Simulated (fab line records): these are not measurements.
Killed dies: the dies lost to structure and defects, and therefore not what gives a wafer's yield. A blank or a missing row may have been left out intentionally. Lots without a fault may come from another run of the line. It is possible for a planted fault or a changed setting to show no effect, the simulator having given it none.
A lot that was struck, set against a sound lot || flow n5Finfet || 32 steps out of a route of 1938
Sound: these wafers, L434.1, L434.2, L434.6. Struck: wafers L432.2, L432.4, L432.6. Last of all comes the cause.
At each step with rows: each side's tool, then ch and its chambers, then its first start. Under that, the readings that differ: sound wafers || struck wafers || difference of the means || sigmas: that difference in standard deviations of wafers without a fault.
alike: a reading whose means differ by less than 2 such deviations, as well as words and numbers matching on both sides. not compared: withheld readings; readings where some wafer has no value; bounds like >300 that might hide an equal value; numbers whose values overlap and for which the record gives no deviation.
Wherever a step has rows on one side only, a row that says differs or no value, or a row with sigmas, the two part there. When numbers do not overlap yet have no deviation, they are printed without sigmas and do not part them. A reading that every wafer of one side lacks parts them only if that side has two wafers or more.

first, 9 steps without rows for these wafers: N5_SD_EPI_P_COAT_35 (time 60 s, resist thk 35 nm); N5_SD_EPI_P_COAT_03 (resist thk 150 nm); N5_SD_EPI_P_EBR_05; N5_SD_EPI_P_SOFTBAKE_04 (time 60 s); N5_SD_EPI_P_EXPOSE_06 (exposes mask SD P BLK, target cd 240 nm); N5_SD_EPI_P_PEB_07 (peb time 60 s); N5_SD_EPI_P_DEVELOP_08 (develop time 30 s); N5_SD_EPI_P_DESCUM_14 (chemistry O2, time 7.9 s); N5_SD_EPI_P_ETCH_36 (etches SiARC in CF4, target depth 45.5 nm, time 75.8 s).
N5_SD_EPI_P_ETCH_37: etches SOC in N2/H2, overetch 108 nm, time 486 s.
  sound on rieDiel-06 ch 0,1,3, day 9 01:20; struck on rieDiel-03 ch 1,2,3, day 8 13:29
{"reading": "throttleValvePct (%)", "sound": "24.23 24.19 24.04", "struck": "23.60 23.79 23.58", "difference": -0.50, "sigmas": -3}
  alike: drypumpMotorCurrentA, oesProductAu, rfVppV, showerheadPlenumPTorr
  not compared: rfHoursCounterH
then, 19 steps without rows for these wafers: N5_SD_EPI_P_STRIP_38 (strips in N2/H2); N5_SD_EPI_P_ETCHBACK_46 (etches SiNx in CH3F/O2, stops on SiO2, target depth 17.5 nm); N5_SD_EPI_P_ETCH_47 (etches SiOCN in CH3F/O2, target depth 25 nm); N5_SD_EPI_P_ETCH_16 (etches SiO2 in CHF3/O2, target depth 5 nm); N5_SD_EPI_P_STRIP_50 (strips in CHF3/O2); N5_SD_EPI_P_SD_RECESS_17 (chemistry HBr/Cl2/O2, target depth 39.1 nm, bt time 3 s); N5_SD_EPI_P_WET_ETCH_45 (etches SiO2 in dHF, time 10.7 s, target depth 2 nm, rinse time 30 s); N5_SD_EPI_P_STRIP_40 (strips in N2/H2); N5_SD_EPI_P_PRECLEAN_52 (cleans in O3/DIW, time 60 s); N5_SD_EPI_P_SRD_20 (time 30 s); N5_SD_EPI_P_PRECLEAN_51 (cleans in NF3:NH3, afs cycles 1, time 20 s, sublimation time 60 s); N5_SD_EPI_P_VAPOR_ETCH_44 (etches SiGe30 in NF3/Ar, time 3.3 s); N5_SD_EPI_P_EPI_21 (deposits SiGe:B, time 355 s); N5_SD_EPI_P_HM_STRIP_48 (strips SiNx in H3PO4, material SiNx, target depth 3 nm); N5_SD_EPI_P_SRD_49 (time 30 s); N5_SD_EPI_P_PRECLEAN_24 (cleans in O3/DIW, time 45 s); N5_SD_EPI_P_PRECLEAN_32 (cleans in dHF, time 10 s); N5_SD_EPI_P_PRECLEAN_33 (cleans in SC2, time 45 s); N5_SD_EPI_P_SRD_25 (time 30 s).
N5_SD_EPI_P_INSPECT_26: inspects for defects (darkfield).
  sound on defectInspect-01, day 9 04:58; struck on defectInspect-02, day 8 17:07
{"reading": "rawDefectCount", "sound": "184 151 179", "struck": "981 943 1012", "difference": "+807", "sigmas": "+22"}
then, 1 step without rows for these wafers: N5_SD_ACTIVATION_RTA_00 (time 0 s).
-- record jumps: 10 days separate the struck wafers' starts on either side; left off in module SD_ACTIVATION, taken up again in module PASSIVATION, whose first shown step is the route's number 1936 --
N5_PASSIVATION_PROBE_49:
  sound on prober-01, day 18 20:56; struck on prober-01, day 18 09:38
{"reading": "killedAtFrontEnd", "sound": "30 44 41", "struck": "136 167 108", "difference": "+99", "sigmas": "+8"}
{"reading": "killedDies", "sound": "96 92 110", "struck": "180 220 152", "difference": "+85", "sigmas": "+5"}
  alike: killed_at_M0_to_M3, killed_at_M4_up, killedAtContacts, killedAtOther, killedOnRim, killedOpen, killedShort

WHERE THEY PART
At N5_SD_EPI_P_ETCH_37 first; at N5_PASSIVATION_PROBE_49 last (within this record only).

WHY: what had been put in by the simulator
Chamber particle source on rieDiel-03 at N5_SD_EPI_P_ETCH_37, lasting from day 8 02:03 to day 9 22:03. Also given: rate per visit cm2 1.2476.
